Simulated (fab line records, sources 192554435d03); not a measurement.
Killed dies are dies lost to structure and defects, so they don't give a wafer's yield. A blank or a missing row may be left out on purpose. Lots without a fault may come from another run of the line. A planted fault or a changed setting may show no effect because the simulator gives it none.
Chamber matching | flow n5_finfet | N5_STI_FIN_REVEAL_STRIP_24 on rie_diel-05: 4 sister chambers
The step strips in N2/H2, time 90 s. 4 wafers are shown with their chamber, then 8 later ones without.

WAFERS WITH THEIR CHAMBER
wafer  | chamber | drypump_motor_current_A (A)
L089.3 | 1       | 5.5
L092.2 | 0       | 5.0
L092.6 | 2       | 5.9
L093.1 | 3       | 5.7

WAFERS WITHOUT THEIR CHAMBER
wafer  | drypump_motor_current_A (A)
L093.2 | 5.9
L093.3 | 5.0
L094.4 | 4.9
L094.5 | 5.9
L094.6 | 5.7
L095.2 | 4.9
L095.4 | 5.7
L095.5 | 5.9

WHICH CHAMBER EACH WENT THROUGH
wafer  | from the rows above | in truth
L093.2 | 2                   | 2
L093.3 | 0                   | 0
L094.4 | 0                   | 0
L094.5 | 2                   | 2
L094.6 | 3                   | 3
L095.2 | 0                   | 0
L095.4 | 3                   | 3
L095.5 | 2                   | 2
Placed correctly: 8 of 8. Can't be placed from these rows: 0. Placed wrongly: 0.
How it was worked out, from the rows above alone: a wafer's distance from a chamber is the root of the sum, over the readings, of the square of ((its reading less the chamber's mean) divided by the reading's scatter). The wafer belongs to the nearest chamber; if the next one is less than 2 further off, it can't be placed. A chamber's mean is the mean of its shown wafers. The scatter: with one shown wafer a chamber, the root of the mean of the squares of how far each hidden wafer lies from its nearest shown one.
